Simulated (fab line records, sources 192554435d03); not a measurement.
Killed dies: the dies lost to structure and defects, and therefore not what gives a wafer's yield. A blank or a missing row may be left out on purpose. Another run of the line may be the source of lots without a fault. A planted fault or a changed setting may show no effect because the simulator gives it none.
Comparing a struck lot with a sound one || flow n5Finfet || 14 out of 1938 route steps
Sound: wafers L212.1, L212.4, L212.6. Struck: wafer L229.3 (L229.2, L229.4, from the same lot, were not struck and are left out); the cause is given at the end.
Per side, at each step with rows, come the tool, then ch with its chambers, and then its first start. Under that, the readings that differ: sound wafers || struck wafers || difference of the means || sigmas: that difference in standard deviations of wafers without a fault.
alike: words and numbers the same on both sides, and readings whose means are apart by under 2 such deviations; not compared: readings that were withheld, readings missing a value for some wafer, numbers with overlapping values and no deviation given by the record, and bounds like >300 which may hide the same value.
A row with sigmas, a row that says differs or no value, or rows on one side alone: a step with any of these is where the two part. Non-overlapping numbers with no deviation appear without sigmas and do not part them. A reading missing from all wafers of one side parts the sides only when that side holds two or more wafers.

N5_BEOL_M8_STRIP_80: strips in N2/H2, time 10 s.
  sound: rieDiel-03 ch 2,3; struck: rieDiel-04 ch 2
  alike: chamberPressureMTorr, drypumpMotorCurrentA, oesProductAu, rfVppV, showerheadPlenumPTorr, tempC, throttleValvePct
  not compared: rfHoursCounterH
N5_BEOL_M8_OCD_MEAS_38:
  sound on ocd-02, day 9 21:23; struck on ocd-01, day 14 04:53
{"reading": "trenchDepthNm (nm)", "sound": "92.1 91.6 89.8", "struck": 95.1, "difference": "+3.9", "sigmas": "+2"}
then, 4 steps without rows for these wafers: N5_BEOL_M8_HM_STRIP_39 (strips TiN in peroxide tin strip, target depth 25 nm, time 158 s); N5_BEOL_M8_SRD_40 (time 30 s); N5_BEOL_M8_PRECLEAN_42 (cleans in residue remover, time 60 s); N5_BEOL_M8_SRD_43 (time 30 s).
N5_BEOL_M8_CD_MEAS_35 targets a cd of 40 nm.
  sound on cdSem-01, day 9 21:32; struck on cdSem-03, day 14 05:02
  alike: cdNm
N5_BEOL_M8_CURE_75: cures SiCOH lowk, time 120 s.
  sound on uvCure-01 ch 0, day 9 21:52; struck on uvCure-03 ch 2, day 14 05:07
  alike: lampPowerPct, wafer_temp_C_max
N5_BEOL_M8_DEGAS_44: time 60 s.
  sound on pvdSputter-01, day 9 23:05; struck on pvdSputter-02, day 14 05:26
  alike: heaterPowerW
then, 1 step without rows for these wafers: N5_BEOL_M8_PRE_CLEAN_45 (time 30 s).
N5_BEOL_M8_ALD_77: deposits TaN, target thk 2 nm, pulse time 2 s, purge time 3 s.
  sound on aldMetal-03 ch 0,1, day 9 23:13; struck on aldMetal-03 ch 0, day 14 05:32
  alike: heaterPowerOuterW, heaterPowerW, mfcCarrierSccm
  not compared: sinceWetCleanH
N5_BEOL_M8_SURFACE_TREAT_79:
  sound on pvdSputter-03, day 9 23:36; struck on pvdSputter-02, day 14 05:51
  not compared: throttleValvePct
N5_BEOL_M8_CVD_78: deposits Co from CCTBA/H2, target thk 2 nm, time 142.3 s.
  sound on cvdCo-01 ch 0,2, day 9 23:53; struck on cvdCo-01 ch 1, day 14 05:55
{"reading": "runLengthS (s)", "sound": "165.4 165.1 165.2", "struck": 221.5, "difference": "+56.3", "sigmas": "+99 or more"}
  not compared: sinceWetCleanH
then, 1 step without rows for these wafers: N5_BEOL_M8_SPUTTER_48 (material Cu, target thk 10 nm, time 1.667 s).

== WHERE THEY PART ==
First at N5_BEOL_M8_OCD_MEAS_38; last, within this record, at N5_BEOL_M8_CVD_78.

WHY: whatever the simulator had introduced
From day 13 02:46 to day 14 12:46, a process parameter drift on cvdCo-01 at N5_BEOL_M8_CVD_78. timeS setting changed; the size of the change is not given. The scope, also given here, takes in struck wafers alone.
